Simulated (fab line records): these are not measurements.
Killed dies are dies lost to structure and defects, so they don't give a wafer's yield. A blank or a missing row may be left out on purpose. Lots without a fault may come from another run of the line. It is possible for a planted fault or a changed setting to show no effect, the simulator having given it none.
Split-lot study :: flow n5Finfet :: 21 wafers read across 7 lots, on a route 1938 steps long

THE SPLIT
At N5_DUMMY_GATE_COAT_35 (time 60 s, resist thk 10 nm), the setting spinRpm was moved away from the recipe's 1500 rpm on 6 of the 21 wafers read, by -6.1% to +7.4%. The other wafers ran this setting at the recipe's value.

The reading comes from the split's own step.

THE READING
SiARC_of_DUMMY_GATE_COAT_35.thkNm (the simulator's own value, which no gauge read), in nm, at N5_DUMMY_GATE_COAT_35 (time 60 s, resist thk 10 nm). The file gives no usual value for it.

wafer: L075.1
tool, chamber at the split: lithoTrack-02, 0
spinRpm as run, rpm: 1500
against the recipe: recipe
SiARC_of_DUMMY_GATE_COAT_35.thkNm, nm: 10
against lot-mates on the recipe: -

wafer: L075.2
tool, chamber at the split: lithoTrack-02, 0
spinRpm as run, rpm: 1500
against the recipe: recipe
SiARC_of_DUMMY_GATE_COAT_35.thkNm, nm: 10
against lot-mates on the recipe: -

wafer: L075.4
tool, chamber at the split: lithoTrack-02, 0
spinRpm as run, rpm: 1442
against the recipe: -3.9%
SiARC_of_DUMMY_GATE_COAT_35.thkNm, nm: 10.2
against lot-mates on the recipe: +0.2

wafer: L078.2
tool, chamber at the split: lithoTrack-02, 0
spinRpm as run, rpm: 1500
against the recipe: recipe
SiARC_of_DUMMY_GATE_COAT_35.thkNm, nm: 10
against lot-mates on the recipe: -

wafer: L078.5
tool, chamber at the split: lithoTrack-02, 0
spinRpm as run, rpm: 1611
against the recipe: +7.4%
SiARC_of_DUMMY_GATE_COAT_35.thkNm, nm: 9.6
against lot-mates on the recipe: -0.4

wafer: L078.6
tool, chamber at the split: lithoTrack-02, 0
spinRpm as run, rpm: 1611
against the recipe: +7.4%
SiARC_of_DUMMY_GATE_COAT_35.thkNm, nm: 9.6
against lot-mates on the recipe: -0.4

wafer: L079.1
tool, chamber at the split: lithoTrack-05, 0
spinRpm as run, rpm: 1500
against the recipe: recipe
SiARC_of_DUMMY_GATE_COAT_35.thkNm, nm: 10
against lot-mates on the recipe: -

wafer: L079.3
tool, chamber at the split: lithoTrack-05, 0
spinRpm as run, rpm: 1500
against the recipe: recipe
SiARC_of_DUMMY_GATE_COAT_35.thkNm, nm: 10
against lot-mates on the recipe: -

wafer: L079.4
tool, chamber at the split: lithoTrack-05, 0
spinRpm as run, rpm: 1425
against the recipe: -5.0%
SiARC_of_DUMMY_GATE_COAT_35.thkNm, nm: 10.2
against lot-mates on the recipe: +0.2

wafer: L080.2
tool, chamber at the split: lithoTrack-01, 0
spinRpm as run, rpm: 1500
against the recipe: recipe
SiARC_of_DUMMY_GATE_COAT_35.thkNm, nm: 10
against lot-mates on the recipe: -

wafer: L080.3
tool, chamber at the split: lithoTrack-01, 0
spinRpm as run, rpm: 1500
against the recipe: recipe
SiARC_of_DUMMY_GATE_COAT_35.thkNm, nm: 10
against lot-mates on the recipe: -

wafer: L080.5
tool, chamber at the split: lithoTrack-01, 0
spinRpm as run, rpm: 1589
against the recipe: +5.9%
SiARC_of_DUMMY_GATE_COAT_35.thkNm, nm: 9.8
against lot-mates on the recipe: -0.2

wafer: L082.3
tool, chamber at the split: lithoTrack-05, 0
spinRpm as run, rpm: 1500
against the recipe: recipe
SiARC_of_DUMMY_GATE_COAT_35.thkNm, nm: 10
against lot-mates on the recipe: -

wafer: L082.4
tool, chamber at the split: lithoTrack-05, 0
spinRpm as run, rpm: 1500
against the recipe: recipe
SiARC_of_DUMMY_GATE_COAT_35.thkNm, nm: 10
against lot-mates on the recipe: -

wafer: L082.5
tool, chamber at the split: lithoTrack-05, 0
spinRpm as run, rpm: 1500
against the recipe: recipe
SiARC_of_DUMMY_GATE_COAT_35.thkNm, nm: 10
against lot-mates on the recipe: -

wafer: L088.1
tool, chamber at the split: lithoTrack-02, 0
spinRpm as run, rpm: 1500
against the recipe: recipe
SiARC_of_DUMMY_GATE_COAT_35.thkNm, nm: 10
against lot-mates on the recipe: -

wafer: L088.5
tool, chamber at the split: lithoTrack-02, 0
spinRpm as run, rpm: 1500
against the recipe: recipe
SiARC_of_DUMMY_GATE_COAT_35.thkNm, nm: 10
against lot-mates on the recipe: -

wafer: L088.6
tool, chamber at the split: lithoTrack-02, 0
spinRpm as run, rpm: 1409
against the recipe: -6.1%
SiARC_of_DUMMY_GATE_COAT_35.thkNm, nm: 10.4
against lot-mates on the recipe: +0.4

wafer: L089.1
tool, chamber at the split: lithoTrack-05, 0
spinRpm as run, rpm: 1500
against the recipe: recipe
SiARC_of_DUMMY_GATE_COAT_35.thkNm, nm: 10
against lot-mates on the recipe: -

wafer: L089.4
tool, chamber at the split: lithoTrack-05, 0
spinRpm as run, rpm: 1500
against the recipe: recipe
SiARC_of_DUMMY_GATE_COAT_35.thkNm, nm: 10
against lot-mates on the recipe: -

wafer: L089.6
tool, chamber at the split: lithoTrack-05, 0
spinRpm as run, rpm: 1500
against the recipe: recipe
SiARC_of_DUMMY_GATE_COAT_35.thkNm, nm: 10
against lot-mates on the recipe: -

FIT RESULTS
A straight line over all 21 wafers: SiARC_of_DUMMY_GATE_COAT_35.thkNm changes by -0.0512 nm for each +1% of spinRpm; r = -0.98; the points scatter about the line by 0.034 nm.
The same after taking each lot's own level away (the mean of its wafers on the recipe; 21 wafers): -0.0512 nm for each +1%; r = -0.98; scatter 0.034 nm.
Per that fit: largest spinRpm move, reading shift of 0.38 nm.
The lots' own levels span 10.00 to 10.00 nm.
The two slopes agree, so the slope changes little with the lot-to-lot level.
Check: for one of the wafers moved furthest among these (+7.4%), held out of the fit, the line's prediction against its lot-mates is -0.364 nm. Against them it came out at -0.4 nm.

FURTHER SPLITS ON THESE WAFERS
Before the reading, these wafers also passed through other splits. Each is held against what the fit with the lots' levels taken away leaves over:
other split on the same wafers: N5_ZERO_LAYER_PECVD_02 timeS
wafers away from the commonest value: 6
r with SiARC_of_DUMMY_GATE_COAT_35.thkNm (lot level and that fit taken away): +0.20

other split on the same wafers: N5_ZERO_LAYER_COAT_05 spinRpm
wafers away from the commonest value: 5
r with SiARC_of_DUMMY_GATE_COAT_35.thkNm (lot level and that fit taken away): +0.02

other split on the same wafers: N5_PMOS_HMC_CHANNEL_EPI_EXPOSE_06 doseMj
wafers away from the commonest value: 4
r with SiARC_of_DUMMY_GATE_COAT_35.thkNm (lot level and that fit taken away): +0.23

other split on the same wafers: N5_PMOS_HMC_CHANNEL_EPI_PEB_07 pebTempC
wafers away from the commonest value: 6
r with SiARC_of_DUMMY_GATE_COAT_35.thkNm (lot level and that fit taken away): -0.04

other split on the same wafers: N5_FIN_SAQP_PECVD_06 timeS
wafers away from the commonest value: 7
r with SiARC_of_DUMMY_GATE_COAT_35.thkNm (lot level and that fit taken away): -0.06

other split on the same wafers: N5_FIN_SAQP_DEVELOP_15 developTimeS
wafers away from the commonest value: 7
r with SiARC_of_DUMMY_GATE_COAT_35.thkNm (lot level and that fit taken away): +0.14

THE FILE'S OWN FIT
SiARC_of_DUMMY_GATE_COAT_35.thkNm changes by -0.0501 nm for each +1% of spinRpm, r = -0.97.
